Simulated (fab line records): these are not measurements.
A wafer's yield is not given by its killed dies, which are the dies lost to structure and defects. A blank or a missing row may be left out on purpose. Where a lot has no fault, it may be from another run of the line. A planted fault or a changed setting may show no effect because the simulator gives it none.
fab line records ; flow nand-harc ; part 1 of 2: steps 1 to 32 of 37
[record] lots = 5; wafers = 15; last-day = 25
route steps=1159 shown A_ONON_D1@433 A_CHANNEL_HOLE_D1@450
lots that met no fault: taken from a fault-free run of the same line
start-h: hours from the record's first day to the start of the lot's first wafer shown ; wait-h: time in hours since the lot's previous step ; " same as the row above ; L1.1+2: a row that stands for several wafers ; - either no value or no given start ; * or withheld: withheld ; < > ~ a bound
route shown NAME@n: a module of which the file shows steps, and the number in the route of the first ; usual: the fault-free wafers' mean and standard deviation ; same: alike in all rows ; chamber/n: place in a boat ; sites: each site's reading ; _std_site: the standard deviation of these ; _edge_site: mean of outer sites minus mean of inner sites ; radius-mm: for every site, how far away it sits from the centre of the wafer ; mask NAME#n: copy n ; behind: the most recent tool/chamber to have shaped the wafer ; hold: cause of the lot's hold/its duration in hours/its outcome ; device: transistor that didn't switch, given as n, p or np ; end of line: at the end of the route, the tests of the same wafers ; where a step has no rows: the recipe by itself ; killed: at the first sort, the dies lost to defects and structure; wafer yield is something else ; map: per-die view of a wafer (x killed, . not killed, _ where there is no die)
set.NAME: the run value of the setting; set.NAME@STEP: its run value at that earlier step ; model.NAME: the simulator's own value behind a step, which no gauge read
lots at selected steps of the route; one table per step, one row per wafer
services: the hour from which a tool's chamber was out of use, counted from the record's first day as start-h (under 0 if before that day), plus the number of hours and why
[[steps]]
[step NHARC_A_ONON_D1_THK_MEAS_14]
[recipe] thk-meas-gauge = ellipsometry
[usual] thk-nm = 995/13
lot.wafer;tool;chamber;start-h;wait-h;thk-nm
L077.1;film-metro-02;-;171.84;-;998
L077.5;film-metro-02;-;171.84;-;999
L077.6;film-metro-02;-;171.84;-;998
L083.1;film-metro-02;-;214.61;-;997
L083.3;film-metro-02;-;214.61;-;996
L083.5;film-metro-02;-;214.61;-;998
L089.1;film-metro-02;-;237.01;-;1009
L089.4;film-metro-02;-;237.01;-;1009
L089.5;film-metro-02;-;237.01;-;1007
L087.1;film-metro-02;-;245.53;-;1011
L087.2;film-metro-02;-;245.53;-;1012
L087.4;film-metro-02;-;245.53;-;1013
L097.1;film-metro-02;-;304.12;-;1022
L097.4;film-metro-02;-;304.12;-;1025
L097.5;film-metro-02;-;304.12;-;1025
[step NHARC_A_ONON_D1_ANNEAL_15]
[recipe] temp-c = 750; time-s = 3600
lot.wafer;tool;chamber;start-h;wait-h
L077.1+5+6;furnace-07;0;175.30;3.5
L083.1+3+5;furnace-07;0;217.15;2.5
L089.1+4+5;furnace-03;0;240.64;3.6
L087.1+2+4;furnace-07;0;248.12;2.6
L097.1+4+5;furnace-07;0;309.74;5.6
[step NHARC_A_ONON_D1_DEP_16]
[recipe] target-thk-a = 10000; n2-flow-sccm = 2750; n2o-flow-sccm = 2000; nh3-flow-sccm = 500; sih4-flow-sccm = 210; temp-c = 400
lot.wafer;tool;chamber;start-h;wait-h
L077.1+5+6;pecvd-onon-03;0;179.25;0.1
L083.1+3+5;pecvd-onon-01;0;221.03;0.1
L089.1+4+5;pecvd-onon-01;0;244.66;0.2
L087.1+2+4;pecvd-onon-03;0;252.12;0.1
L097.1+4+5;pecvd-onon-03;0;313.68;0.1
[step NHARC_A_ONON_D1_THK_MEAS_18]
[recipe] thk-meas-gauge = ellipsometry
[usual] thk-nm = 1000/11
lot.wafer;tool;chamber;start-h;wait-h;thk-nm
L077.1;film-metro-02;-;179.76;-;1003
L077.5;film-metro-02;-;179.76;-;1000
L077.6;film-metro-02;-;179.76;-;1002
L083.1;film-metro-01;-;221.54;-;998
L083.3;film-metro-01;-;221.54;-;998
L083.5;film-metro-01;-;221.54;-;995
L089.1;film-metro-01;-;245.17;-;1010
L089.4;film-metro-01;-;245.17;-;1006
L089.5;film-metro-01;-;245.17;-;1009
L087.1;film-metro-01;-;252.63;-;988
L087.2;film-metro-01;-;252.63;-;990
L087.4;film-metro-01;-;252.63;-;989
L097.1;film-metro-02;-;314.19;-;981
L097.4;film-metro-02;-;314.19;-;981
L097.5;film-metro-02;-;314.19;-;982
[step NHARC_A_ONON_D1_DEP_19]
[recipe] target-thk-a = 10000; n2-flow-sccm = 2750; n2o-flow-sccm = 2000; nh3-flow-sccm = 500; sih4-flow-sccm = 210; temp-c = 400
lot.wafer;tool;chamber;start-h;wait-h
L077.1+5+6;pecvd-onon-02;0;179.86;0.1
L083.1+3+5;pecvd-onon-03;0;221.71;0.2
L089.1+4+5;pecvd-onon-02;0;245.25;0.1
L087.1+2+4;pecvd-onon-03;0;252.69;0.1
L097.1+4+5;pecvd-onon-02;0;314.25;0.1
[step NHARC_A_ONON_D1_THK_MEAS_21]
[recipe] thk-meas-gauge = ellipsometry
[usual] thk-nm = 1000/11
lot.wafer;tool;chamber;start-h;wait-h;thk-nm
L077.1;film-metro-01;-;180.37;-;1012
L077.5;film-metro-01;-;180.37;-;1013
L077.6;film-metro-01;-;180.37;-;1012
L083.1;film-metro-02;-;222.22;-;987
L083.3;film-metro-02;-;222.22;-;986
L083.5;film-metro-02;-;222.22;-;988
L089.1;film-metro-02;-;245.76;-;1003
L089.4;film-metro-02;-;245.76;-;1003
L089.5;film-metro-02;-;245.76;-;1003
L087.1;film-metro-01;-;253.20;-;1007
L087.2;film-metro-01;-;253.20;-;1009
L087.4;film-metro-01;-;253.20;-;1007
L097.1;film-metro-02;-;314.76;-;998
L097.4;film-metro-02;-;314.76;-;998
L097.5;film-metro-02;-;314.76;-;998
[step NHARC_A_ONON_D1_DEP_22]
[recipe] target-thk-a = 10000; n2-flow-sccm = 2750; n2o-flow-sccm = 2000; nh3-flow-sccm = 500; sih4-flow-sccm = 210; temp-c = 400
lot.wafer;tool;chamber;start-h;wait-h
L077.1+5+6;pecvd-onon-01;0;180.43;0.1
L083.1+3+5;pecvd-onon-02;0;222.28;0.1
L089.1+4+5;pecvd-onon-02;0;245.82;0.1
L087.1+2+4;pecvd-onon-03;0;253.25;0.1
L097.1+4+5;pecvd-onon-01;0;314.81;0.1
[step NHARC_A_ONON_D1_THK_MEAS_24]
[recipe] thk-meas-gauge = ellipsometry
[usual] thk-nm = 1000/10
lot.wafer;tool;chamber;start-h;wait-h;thk-nm
L077.1;film-metro-01;-;180.94;-;979
L077.5;film-metro-01;-;180.94;-;979
L077.6;film-metro-01;-;180.94;-;978
L083.1;film-metro-01;-;222.78;-;1004
L083.3;film-metro-01;-;222.78;-;1004
L083.5;film-metro-01;-;222.78;-;1003
L089.1;film-metro-02;-;246.32;-;987
L089.4;film-metro-02;-;246.32;-;990
L089.5;film-metro-02;-;246.32;-;988
L087.1;film-metro-01;-;253.78;-;1012
L087.2;film-metro-01;-;253.78;-;1011
L087.4;film-metro-01;-;253.78;-;1009
L097.1;film-metro-02;-;315.34;-;986
L097.4;film-metro-02;-;315.34;-;983
L097.5;film-metro-02;-;315.34;-;983
[step NHARC_A_ONON_D1_DEP_25]
[recipe] target-thk-a = 10000; n2-flow-sccm = 2750; n2o-flow-sccm = 2000; nh3-flow-sccm = 500; sih4-flow-sccm = 210; temp-c = 400
lot.wafer;tool;chamber;start-h;wait-h
L077.1+5+6;pecvd-onon-03;0;181.01;0.1
L083.1+3+5;pecvd-onon-01;0;222.84;0.1
L089.1+4+5;pecvd-onon-02;0;246.37;0.1
L087.1+2+4;pecvd-onon-03;0;253.85;0.1
L097.1+4+5;pecvd-onon-03;0;315.42;0.1
[step NHARC_A_ONON_D1_THK_MEAS_27]
[recipe] thk-meas-gauge = ellipsometry
[usual] thk-nm = 1000/12
lot.wafer;tool;chamber;start-h;wait-h;thk-nm
L077.1;film-metro-01;-;181.52;-;1012
L077.5;film-metro-01;-;181.52;-;1012
L077.6;film-metro-01;-;181.52;-;1014
L083.1;film-metro-01;-;223.34;-;998
L083.3;film-metro-01;-;223.34;-;997
L083.5;film-metro-01;-;223.34;-;997
L089.1;film-metro-02;-;246.89;-;1008
L089.4;film-metro-02;-;246.89;-;1008
L089.5;film-metro-02;-;246.89;-;1007
L087.1;film-metro-02;-;254.36;-;973
L087.2;film-metro-02;-;254.36;-;973
L087.4;film-metro-02;-;254.36;-;974
L097.1;film-metro-02;-;315.94;-;991
L097.4;film-metro-02;-;315.94;-;993
L097.5;film-metro-02;-;315.94;-;989
[step NHARC_A_ONON_D1_DEP_28]
[recipe] target-thk-a = 10000; n2-flow-sccm = 2750; n2o-flow-sccm = 2000; nh3-flow-sccm = 500; sih4-flow-sccm = 210; temp-c = 400
lot.wafer;tool;chamber;start-h;wait-h
L077.1+5+6;pecvd-onon-02;0;181.62;0.1
L083.1+3+5;pecvd-onon-03;0;223.41;0.1
L089.1+4+5;pecvd-onon-02;0;246.95;0.1
L087.1+2+4;pecvd-onon-01;0;254.42;0.1
L097.1+4+5;pecvd-onon-02;0;316.02;0.1
[step NHARC_A_ONON_D1_THK_MEAS_30]
[recipe] thk-meas-gauge = ellipsometry
[usual] thk-nm = 1001/7.1
lot.wafer;tool;chamber;start-h;wait-h;thk-nm
L077.1;film-metro-02;-;182.13;-;1000
L077.5;film-metro-02;-;182.13;-;999
L077.6;film-metro-02;-;182.13;-;998
L083.1;film-metro-01;-;223.91;-;1010
L083.3;film-metro-01;-;223.91;-;1007
L083.5;film-metro-01;-;223.91;-;1009
L089.1;film-metro-01;-;247.46;-;1005
L089.4;film-metro-01;-;247.46;-;1007
L089.5;film-metro-01;-;247.46;-;1007
L087.1;film-metro-02;-;254.93;-;1002
L087.2;film-metro-02;-;254.93;-;1000
L087.4;film-metro-02;-;254.93;-;999
L097.1;film-metro-02;-;316.53;-;1008
L097.4;film-metro-02;-;316.53;-;1008
L097.5;film-metro-02;-;316.53;-;1008
[step NHARC_A_ONON_D1_DEP_33]
[recipe] target-thk-a = 2000; temp-c = 400; pressure-torr = 6.5; rf-w = 900; teos-flow-sccm = 161.4; flow-sccm = 2650; target-thk-nm = 200; gas = O2; material = SiO2
[usual] heater-power-w = 556/77; showerhead-vpp-V = 1857/85; throttle-valve-pct = 15.8/0.52
lot.wafer;tool;chamber;start-h;wait-h;heater-power-w;showerhead-vpp-V;throttle-valve-pct
L077.1;pecvd-03;2;182.43;0.3;465;1892;16.9
L077.6;pecvd-03;0;182.43;0.3;673;1849;16.1
L077.5;pecvd-03;2;182.43;0.3;490;1905;16.9
L083.3;pecvd-03;2;224.02;0.1;509;1902;17.0
L083.1;pecvd-03;0;224.02;0.1;559;1864;16.3
L083.5;pecvd-03;0;224.02;0.1;558;1839;16.1
L089.1;pecvd-03;1;247.61;0.1;565;1678;15.9
L089.5;pecvd-03;2;247.61;0.1;516;1927;17.2
L089.4;pecvd-03;1;247.61;0.1;571;1701;15.9
L087.2;pecvd-02;1;255.06;0.1;531;1997;16.0
L087.1;pecvd-02;2;255.06;0.1;528;1759;16.0
L087.4;pecvd-02;2;255.06;0.1;556;1725;16.0
L097.1;pecvd-04;0;316.59;0.1;568;1892;15.6
L097.4;pecvd-04;1;316.59;0.1;428;1955;15.4
L097.5;pecvd-04;2;316.59;0.1;637;1788;16.6
[step NHARC_A_ONON_D1_THK_MEAS_34]
[recipe] thk-meas-gauge = ellipsometry
[usual] thk-nm = 199/3.4
lot.wafer;tool;chamber;start-h;wait-h;thk-nm
L077.1;film-metro-02;-;182.75;-;199
L077.5;film-metro-02;-;182.75;-;203
L077.6;film-metro-02;-;182.75;-;200
L083.1;film-metro-01;-;224.39;-;197
L083.3;film-metro-01;-;224.39;-;197
L083.5;film-metro-01;-;224.39;-;203
L089.1;film-metro-02;-;247.93;-;200
L089.4;film-metro-02;-;247.93;-;204
L089.5;film-metro-02;-;247.93;-;200
L087.1;film-metro-02;-;255.48;-;198
L087.2;film-metro-02;-;255.48;-;200
L087.4;film-metro-02;-;255.48;-;199
L097.1;film-metro-02;-;316.99;-;192
L097.4;film-metro-02;-;316.99;-;196
L097.5;film-metro-02;-;316.99;-;196
[step NHARC_A_ONON_D1_INSPECT_32]
[usual] raw-defect-count = 69/21
lot.wafer;tool;chamber;start-h;wait-h;raw-defect-count
L077.1;defect-inspect-02;-;182.84;0.0;58
L077.5;defect-inspect-02;-;182.84;0.0;63
L077.6;defect-inspect-02;-;182.84;0.0;25
L083.1;defect-inspect-02;-;224.45;0.0;90
L083.3;defect-inspect-02;-;224.45;0.0;43
L083.5;defect-inspect-02;-;224.45;0.0;43
L089.1;defect-inspect-01;-;248.02;0.0;149
L089.4;defect-inspect-01;-;248.02;0.0;89
L089.5;defect-inspect-01;-;248.02;0.0;67
L087.1;defect-inspect-02;-;255.57;0.0;63
L087.2;defect-inspect-02;-;255.57;0.0;56
L087.4;defect-inspect-02;-;255.57;0.0;52
L097.1;defect-inspect-02;-;317.06;0.0;57
L097.4;defect-inspect-02;-;317.06;0.0;42
L097.5;defect-inspect-02;-;317.06;0.0;67
[step NHARC_A_CHANNEL_HOLE_D1_DEP_00]
[recipe] target-thk-a = 31000; temp-c = 400; material = aC
[usual] throttle-valve-pct = 35.001/0.0088
lot.wafer;tool;chamber;start-h;wait-h;throttle-valve-pct
L077.1;acl-dep-01;0;183.05;0.2;35.011
L077.5;acl-dep-01;0;184.33;1.5;35.005
L077.6;acl-dep-01;0;184.33;1.5;35.010
L083.1;acl-dep-01;0;226.30;1.8;34.992
L083.3;acl-dep-01;0;226.30;1.8;34.991
L083.5;acl-dep-01;0;226.30;1.8;35.000
L089.1;acl-dep-02;0;250.09;2.1;34.989
L089.4;acl-dep-02;0;250.09;2.1;35.012
L089.5;acl-dep-02;0;250.09;2.1;34.989
L087.1;acl-dep-01;0;258.85;3.3;35.011
L087.2;acl-dep-01;0;258.85;3.3;34.982
L087.4;acl-dep-01;0;258.85;3.3;35.010
L097.1;acl-dep-01;0;317.13;0.1;35.004
L097.4;acl-dep-01;0;317.13;0.1;34.982
L097.5;acl-dep-01;0;317.13;0.1;34.996
[step NHARC_A_CHANNEL_HOLE_D1_DEP_01]
[recipe] target-thk-a = 1400; target-thk-nm = 140; temp-c = 400; pressure-torr = 3.5; flow-sccm = 200; rf-w = 350; material = SiON
[usual] heater-power-w = 760/86; showerhead-vpp-V = 1142/41
lot.wafer;tool;chamber;start-h;wait-h;heater-power-w;showerhead-vpp-V
L077.1;pecvd-01;1;185.12;1.8;575;1131
L077.5;pecvd-01;0;185.12;1.8;705;1118
L077.6;pecvd-01;2;185.12;1.8;832;1137
L083.1;pecvd-03;0;228.19;1.6;881;1152
L083.3;pecvd-03;2;228.19;1.6;705;1172
L083.5;pecvd-03;2;228.19;1.6;733;1196
L089.1;pecvd-04;1;252.04;1.6;762;1192
L089.4;pecvd-04;0;252.04;1.6;866;1161
L089.5;pecvd-04;1;252.04;1.6;762;1210
L087.1;pecvd-03;1;260.74;1.6;873;1066
L087.2;pecvd-03;2;260.74;1.6;720;1177
L087.4;pecvd-03;2;260.74;1.6;724;1197
L097.1;pecvd-01;1;319.10;1.7;652;1150
L097.4;pecvd-01;2;319.10;1.7;775;1135
L097.5;pecvd-01;0;319.10;1.7;743;1096
[step NHARC_A_CHANNEL_HOLE_D1_DEHYDRATE_02]
[recipe] temp-c = 150; time-s = 120
lot.wafer;tool;chamber;start-h;wait-h
L077.1+5+6;litho-track-04;0;185.36;0.2
L083.1+3+5;litho-track-06;0;228.46;0.2
L089.1+4+5;litho-track-04;0;252.28;0.2
L087.1+2+4;litho-track-01;0;261.01;0.2
L097.1+4+5;litho-track-01;0;319.32;0.2
[step NHARC_A_CHANNEL_HOLE_D1_HMDS_03]
[recipe] time-s = 30
lot.wafer;tool;chamber;start-h;wait-h
L077.1+5+6;litho-track-04;0;-;-
L083.1+3+5;litho-track-06;0;-;-
L089.1+4+5;litho-track-04;0;-;-
L087.1+2+4;litho-track-01;0;-;-
L097.1+4+5;litho-track-01;0;-;-
[step NHARC_A_CHANNEL_HOLE_D1_COAT_36]
[recipe] temp-c = 260; time-s = 75
lot.wafer;tool;chamber;start-h;wait-h
L077.1+5+6;litho-track-04;0;-;-
L083.1+3+5;litho-track-06;0;-;-
L089.1+4+5;litho-track-04;0;-;-
L087.1+2+4;litho-track-01;0;-;-
L097.1+4+5;litho-track-01;0;-;-
[step NHARC_A_CHANNEL_HOLE_D1_COAT_37]
[recipe] temp-c = 225; time-s = 65
lot.wafer;tool;chamber;start-h;wait-h
L077.1+5+6;litho-track-04;0;-;-
L083.1+3+5;litho-track-06;0;-;-
L089.1+4+5;litho-track-04;0;-;-
L087.1+2+4;litho-track-01;0;-;-
L097.1+4+5;litho-track-01;0;-;-
[step NHARC_A_CHANNEL_HOLE_D1_COAT_04]
[recipe] spin-rpm = 1500; resist-thk-nm = 90
lot.wafer;tool;chamber;start-h;wait-h
L077.1+5+6;litho-track-04;0;-;-
L083.1+3+5;litho-track-06;0;-;-
L089.1+4+5;litho-track-04;0;-;-
L087.1+2+4;litho-track-01;0;-;-
L097.1+4+5;litho-track-01;0;-;-
[step NHARC_A_CHANNEL_HOLE_D1_SOFTBAKE_05]
[recipe] temp-c = 105; time-s = 55
lot.wafer;tool;chamber;start-h;wait-h
L077.1+5+6;litho-track-04;0;-;-
L083.1+3+5;litho-track-06;0;-;-
L089.1+4+5;litho-track-04;0;-;-
L087.1+2+4;litho-track-01;0;-;-
L097.1+4+5;litho-track-01;0;-;-
[step NHARC_A_CHANNEL_HOLE_D1_EBR_06]
lot.wafer;tool;chamber;start-h;wait-h
L077.1+5+6;litho-track-04;0;-;-
L083.1+3+5;litho-track-06;0;-;-
L089.1+4+5;litho-track-04;0;-;-
L087.1+2+4;litho-track-01;0;-;-
L097.1+4+5;litho-track-01;0;-;-
[step NHARC_A_CHANNEL_HOLE_D1_EXPOSE_07]
[recipe] na = 1.35; target-cd-nm = 100; sigma-outer = 0.3; dose-mj = 59.65; mask-id = HOLE_D1
lot.wafer;tool;chamber;start-h;wait-h;mask
L077.1+5+6;arfi-scanner-01;0;185.68;-;HOLE_D1#0
L083.1+3+5;arfi-scanner-03;0;228.77;-;HOLE_D1#0
L089.1+4+5;arfi-scanner-03;0;252.47;-;HOLE_D1#0
L087.1+2+4;arfi-scanner-01;0;261.32;-;HOLE_D1#0
L097.1+4+5;arfi-scanner-03;0;319.63;-;HOLE_D1#0
[step NHARC_A_CHANNEL_HOLE_D1_PEB_08]
[recipe] peb-temp-c = 100; peb-time-s = 65
[same] peb-time-s = 65
lot.wafer;tool;chamber;start-h;wait-h
L077.1+5+6;litho-track-01;0;185.74;0.1
L083.1+3+5;litho-track-04;0;228.84;0.1
L089.1+4+5;litho-track-06;0;252.53;0.1
L087.1+2+4;litho-track-04;0;261.38;0.1
L097.1+4+5;litho-track-06;0;319.69;0.1
[step NHARC_A_CHANNEL_HOLE_D1_DEVELOP_09]
[recipe] develop-time-s = 35; dev-temp-c = 23
lot.wafer;tool;chamber;start-h;wait-h
L077.1+5+6;litho-track-01;0;-;-
L083.1+3+5;litho-track-04;0;-;-
L089.1+4+5;litho-track-06;0;-;-
L087.1+2+4;litho-track-04;0;-;-
L097.1+4+5;litho-track-06;0;-;-
[step NHARC_A_CHANNEL_HOLE_D1_CD_MEAS_10]
[recipe] target-cd-nm = 100; landing-energy-ev = 500
[usual] cd-nm = 99.6/0.68
lot.wafer;tool;chamber;start-h;wait-h;cd-nm
L077.1;cd-sem-01;0;185.81;-;99.7
L077.5;cd-sem-01;0;185.81;-;99.4
L077.6;cd-sem-01;0;185.81;-;100.1
L083.1;cd-sem-03;0;228.92;-;100.1
L083.3;cd-sem-03;0;228.92;-;99.0
L083.5;cd-sem-03;0;228.92;-;100.2
L089.1;cd-sem-02;0;252.61;-;99.2
L089.4;cd-sem-02;0;252.61;-;99.1
L089.5;cd-sem-02;0;252.61;-;100.1
L087.1;cd-sem-01;0;261.46;-;99.7
L087.2;cd-sem-01;0;261.46;-;100.6
L087.4;cd-sem-01;0;261.46;-;99.2
L097.1;cd-sem-03;0;319.77;-;99.4
L097.4;cd-sem-03;0;319.77;-;100.2
L097.5;cd-sem-03;0;319.77;-;100.5
[step NHARC_A_CHANNEL_HOLE_D1_OVL_MEAS_11]
[usual] overlay-x-nm = 0.3/0.7; overlay-y-nm = 0.0/0.75
lot.wafer;tool;chamber;start-h;wait-h;overlay-x-nm;overlay-y-nm
L077.1;overlay-02;-;185.90;-;-0.1;-0.1
L077.5;overlay-02;-;185.90;-;0.4;0.7
L077.6;overlay-02;-;185.90;-;-0.4;0.7
L083.1;overlay-01;-;229.01;-;1.4;-0.3
L083.3;overlay-01;-;229.01;-;1.2;-0.6
L083.5;overlay-01;-;229.01;-;1.1;-0.6
L089.1;overlay-01;-;252.69;-;0.2;-1.3
L089.4;overlay-01;-;252.69;-;0.7;-1.3
L089.5;overlay-01;-;252.69;-;0.3;-1.5
L087.1;overlay-01;-;261.55;-;-0.4;0.4
L087.2;overlay-01;-;261.55;-;-0.3;0.2
L087.4;overlay-01;-;261.55;-;0.1;0.1
L097.1;overlay-02;-;319.86;-;0.6;0.6
L097.4;overlay-02;-;319.86;-;0.5;0.4
L097.5;overlay-02;-;319.86;-;0.5;0.6
[step NHARC_A_CHANNEL_HOLE_D1_INSPECT_12]
[usual] raw-defect-count = 5.5/2.8
lot.wafer;tool;chamber;start-h;wait-h;raw-defect-count
L077.1;defect-inspect-01;-;185.94;0.0;5
L077.5;defect-inspect-01;-;185.94;0.0;3
L077.6;defect-inspect-01;-;185.94;0.0;3
L083.1;defect-inspect-02;-;229.05;0.0;11
L083.3;defect-inspect-02;-;229.05;0.0;1
L083.5;defect-inspect-02;-;229.05;0.0;1
L089.1;defect-inspect-02;-;252.73;0.0;5
L089.4;defect-inspect-02;-;252.73;0.0;9
L089.5;defect-inspect-02;-;252.73;0.0;3
L087.1;defect-inspect-02;-;261.58;0.0;4
L087.2;defect-inspect-02;-;261.58;0.0;5
L087.4;defect-inspect-02;-;261.58;0.0;6
L097.1;defect-inspect-01;-;319.89;0.0;4
L097.4;defect-inspect-01;-;319.89;0.0;7
L097.5;defect-inspect-01;-;319.89;0.0;8
[step NHARC_A_CHANNEL_HOLE_D1_DESCUM_15]
[recipe] time-s = 3; o2-flow-sccm = 200; ar-flow-sccm = 0; bias-power-w = 0; chemistry = O2
[usual] drypump-motor-current-A = 5.8/0.34; oes-product-au = 0.999/0.0097; rf-vpp-V = 57.8/0.88; showerhead-plenum-p-Torr = 1.91/0.09; throttle-valve-pct = 11.312/0.0089
lot.wafer;tool;chamber;start-h;wait-h;drypump-motor-current-A;oes-product-au;rf-hours-counter-h;rf-vpp-V;showerhead-plenum-p-Torr;throttle-valve-pct
L077.1;rie-diel-05;3;186.00;0.1;6.1;0.979;0;57.3;1.82;11.300
L077.6;rie-diel-05;3;186.00;0.1;6.1;0.973;-;56.6;1.82;11.323
L077.5;rie-diel-05;0;186.00;0.1;5.2;0.997;-;57.3;1.97;11.313
L083.1;rie-diel-05;2;229.11;0.1;5.5;1.004;4;58.6;2.01;11.320
L083.3;rie-diel-05;1;229.11;0.1;5.7;1.010;4;57.1;1.80;11.315
L083.5;rie-diel-05;3;229.11;0.1;6.1;0.980;-;57.0;1.82;11.310
L089.1;rie-diel-07;0;252.80;0.1;5.6;1.006;1;57.5;1.93;11.309
L089.4;rie-diel-07;2;252.80;0.1;6.1;1.002;1;58.1;1.97;11.309
L089.5;rie-diel-07;0;252.80;0.1;5.6;1.004;-;58.8;1.93;11.311
L087.4;rie-diel-05;3;261.65;0.1;6.1;0.989;7;57.4;1.82;11.322
L087.1;rie-diel-05;0;261.65;0.1;5.2;0.988;7;58.9;1.97;11.329
L087.2;rie-diel-05;1;261.65;0.1;5.7;0.995;7;57.4;1.80;11.316
L097.4;rie-diel-05;2;319.95;0.1;5.5;0.994;11;57.6;2.01;11.315
L097.1;rie-diel-05;1;319.95;0.1;5.7;0.999;12;57.7;1.80;11.312
L097.5;rie-diel-05;2;319.95;0.1;5.5;0.995;-;58.5;2.01;11.316
[step NHARC_A_CHANNEL_HOLE_D1_ETCH_38]
[recipe] target-depth-a = 390; over-etch-frac = 0.3; time-s = 65; ion-energy-ev = 80; cf4-flow-sccm = 150; ar-flow-sccm = 0; rf-w = 300; bias-w = 100; chemistry = CF4
[usual] cf4-flow-sccm = 150.1/0.43; drypump-motor-current-A = 5.8/0.33; oes-product-au = 0.998/0.01; rf-vpp-V = 151.2/1.3; showerhead-plenum-p-Torr = 1.77/0.078; throttle-valve-pct = 13.285/0.0094
lot.wafer;tool;chamber;start-h;wait-h;cf4-flow-sccm;drypump-motor-current-A;oes-product-au;rf-hours-counter-h;rf-vpp-V;showerhead-plenum-p-Torr;throttle-valve-pct
L077.1;rie-diel-05;3;186.10;0.1;150.1;6.1;0.977;0;151.8;1.69;13.277
L077.5;rie-diel-05;0;186.10;0.1;149.3;5.2;0.998;-;151.5;1.82;13.297
L077.6;rie-diel-05;1;186.10;0.1;149.9;5.7;0.999;-;149.9;1.67;13.294
L083.3;rie-diel-05;3;229.21;0.1;150.0;6.1;0.970;4;149.3;1.69;13.298
L083.1;rie-diel-05;0;229.21;0.1;150.5;5.2;0.987;4;152.0;1.82;13.270
L083.5;rie-diel-05;2;229.21;0.1;150.3;5.5;0.995;-;153.2;1.85;13.283
L089.4;rie-diel-07;2;252.88;0.1;150.6;6.1;1.006;1;152.4;1.81;13.288
L089.1;rie-diel-07;0;252.88;0.1;150.7;5.5;1.011;1;152.8;1.78;13.278
L089.5;rie-diel-07;2;252.88;0.1;150.2;6.0;1.006;-;152.4;1.81;13.275
L087.1;rie-diel-05;2;261.73;0.1;150.9;5.5;1.003;7;154.2;1.85;13.269
L087.2;rie-diel-05;0;261.73;0.1;149.6;5.2;0.990;7;152.4;1.82;13.287
L087.4;rie-diel-05;1;261.73;0.1;150.1;5.7;0.990;7;150.7;1.67;13.296
L097.4;rie-diel-05;3;320.05;0.1;149.9;6.1;0.987;11;151.0;1.69;13.282
L097.1;rie-diel-05;1;320.05;0.1;149.9;5.7;1.000;12;149.2;1.67;13.286
L097.5;rie-diel-05;2;320.05;0.1;150.0;5.5;0.989;-;151.6;1.85;13.279
